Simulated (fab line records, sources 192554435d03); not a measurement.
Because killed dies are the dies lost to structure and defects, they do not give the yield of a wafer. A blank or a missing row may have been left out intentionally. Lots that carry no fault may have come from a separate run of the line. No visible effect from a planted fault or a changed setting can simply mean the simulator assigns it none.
A lot that was struck, set against a sound lot / flow n5Finfet / 16 steps out of a route of 1938
Sound: wafers L672.2, L672.4, L672.6. Struck: wafer L669.2 (left out: L669.4, L669.6 of the same lot, which were not struck); the cause appears at the end.
For every step that has rows: the tool of each side, followed by ch and its chambers, followed by its first start. Under that, the readings that differ: sound wafers / struck wafers / difference of the means / sigmas: that difference in standard deviations of wafers without a fault.
alike: words and numbers the same on both sides, and readings whose means are apart by under 2 such deviations; not compared: readings that were withheld, readings missing a value for some wafer, numbers with overlapping values and no deviation given by the record, and bounds like >300 which may hide the same value.
The two part at a step that has a row with sigmas, a row that says differs or no value, or rows on one side only. Numbers that have no deviation but don't overlap get no sigmas and don't part them. A reading missing from all wafers of one side parts the sides only when that side holds two or more wafers.

first, 1 step without rows for these wafers: N5_SD_EPI_N_STRIP_47 (strips in CHF3/O2).
N5_SD_EPI_N_SD_RECESS_17: chemistry HBr/Cl2/O2, target depth 41 nm, time 23.7 s, bt time 3 s.
  sound on rieSi-05 ch 0,1,3, day 6 13:12; struck on rieSi-02 ch 0, day 5 19:57
  alike: drypumpMotorCurrentA, heBacksideLeakSccm, oes_o_777_au, oesProductAu, throttleValvePct
  not compared: rfHoursCounterH
N5_SD_EPI_N_STRIP_38: strips in N2/H2.
  sound on plasmaAsher-02 ch 0,1, day 6 13:18; struck on plasmaAsher-01 ch 1, day 5 20:02
  alike: drypumpMotorCurrentA, heaterPowerW, oesProductAu
  not compared: rfHoursCounterH
then, 4 steps without rows for these wafers: N5_SD_EPI_N_WET_ETCH_43 (etches SiO2 in dHF, time 14 s, target depth 1.5 nm); N5_SD_EPI_N_STRIP_18 (strips in SPM, time 750 s); N5_SD_EPI_N_SRD_20 (time 30 s); N5_SD_EPI_N_PRECLEAN_48 (cleans in NF3:NH3, afs cycles 2, time 20 s, sublimation time 60 s).
N5_SD_EPI_N_VAPOR_ETCH_50: etches Si in HCl, time 54 s.
  sound on epiRpcvd-03 ch 0, day 6 14:10; struck on epiRpcvd-02 ch 0, day 5 20:47
  alike: throttleValvePct
then, 1 step without rows for these wafers: N5_SD_EPI_N_EPI_21 (deposits Si:P, time 690 s).
N5_SD_EPI_N_EPI_MEAS_23:
  sound on filmMetro-01, day 6 16:39; struck on filmMetro-01, day 5 22:39
  alike: thkNm
then, 2 steps without rows for these wafers: N5_SD_EPI_N_PRECLEAN_24 (cleans in O3/DIW, time 60 s); N5_SD_EPI_N_SRD_25 (time 30 s).
N5_SD_EPI_N_PRECLEAN_49: cleans in NF3:NH3, afs cycles 1, time 20 s, sublimation time 60 s.
  sound on remotePlasma-01 ch 0, day 6 16:47; struck on remotePlasma-02 ch 1, day 5 22:47
reading=timeS (s); sound=20 20 20; struck=17.032; difference=-2.968; sigmas=
  alike: pressureTorr
N5_SD_EPI_N_LINER_46: material SiNx, target thk 3 nm.
  sound on aldSin-03 ch 1,2,3, day 6 17:00; struck on aldSin-03 ch 3, day 5 23:01
  alike: heaterPowerW
-- here the record skips 5 days between the struck wafers' starts before and after, leaving off in module SD_EPI_N and picking up in module BEOL_M4 (first step shown: number 1111 of the route) --
N5_BEOL_M4_RC_MEAS_101:
  sound on prober-02 ch 0, day 11 05:56; struck on prober-02 ch 0, day 10 12:52
  alike: DIBL_N, DIBL_P, IOFF_N, IOFF_P, ION_N, ION_P, SS_N, SS_P, VT_N, VT_P
-- the record jumps here: 5 days lie between the struck wafers' starts before and after (it left off in module BEOL_M4 and takes up again in module PASSIVATION, whose first step shown is number 1936 of the route) --
N5_PASSIVATION_PROBE_49:
  sound on prober-02, day 16 00:05; struck on prober-02, day 15 12:15
  alike: defectLimitedYield, killed_at_M0_to_M3, killed_at_M4_up, killedAtContacts, killedAtFrontEnd, killedAtOther, killedDies, killedOpen, killedShort, sort_bin_4_leakage, sort_bin_5_function, sort_bin_6_memory, sort_bin_8_speed, sortNPass, sortYieldPct

WHERE THEY PART
Nowhere in this record.

WHY: what had been put in by the simulator
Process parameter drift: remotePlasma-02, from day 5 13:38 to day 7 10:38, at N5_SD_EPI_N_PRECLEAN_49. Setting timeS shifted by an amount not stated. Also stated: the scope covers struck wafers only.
